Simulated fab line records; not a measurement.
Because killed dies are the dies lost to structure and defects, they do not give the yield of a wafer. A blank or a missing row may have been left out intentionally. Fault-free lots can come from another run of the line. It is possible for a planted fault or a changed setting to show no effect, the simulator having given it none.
Matching of chambers	flow n5 finfet	N5_FIN_SAQP_HM_OPEN_33 on rie diel-03: 4 sister chambers
The step chemistry CH3F/O2, target SiNx, target depth 49.4 nm, time 70.6 s. 4 wafers are shown with their chamber, then 12 later ones without.

WAFERS, EACH WITH ITS CHAMBER
wafer	chamber	showerhead plenum p Torr (Torr)
L084.5	2	1.92
L086.2	3	2.05
L086.4	0	2.06
L086.6	1	1.96

WAFERS WITHOUT THEIR CHAMBER
wafer	showerhead plenum p Torr (Torr)
L088.1	2.06
L088.2	1.92
L088.4	2.05
L090.2	1.92
L090.3	1.95
L090.4	1.91
L093.4	2.06
L093.5	1.95
L093.6	2.05
L094.2	2.05
L094.3	1.95
L094.4	2.06

CHAMBER TAKEN BY EACH
wafer	from the rows above	in truth
L088.1	can't be placed: 0 or 3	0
L088.2	2	2
L088.4	can't be placed: 3 or 0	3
L090.2	2	2
L090.3	1	1
L090.4	2	2
L093.4	can't be placed: 0 or 3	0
L093.5	1	1
L093.6	can't be placed: 3 or 0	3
L094.2	can't be placed: 3 or 0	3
L094.3	1	1
L094.4	can't be placed: 0 or 3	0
Correct placement for 6 of the 12. From these rows, 6 cannot be placed; in 6 the true chamber is one of the candidates. 0 placed wrongly.
How it was worked out, from the rows above alone: a wafer's distance from a chamber is the root of the sum, over the readings, of the square of ((its reading less the chamber's mean) divided by the reading's scatter). The wafer belongs to the nearest chamber; if the next one is less than 2 further off, it can't be placed. A chamber's mean is the mean of its shown wafers. The scatter: root of mean squared gap, hidden wafer to nearest shown wafer, with one shown wafer a chamber.
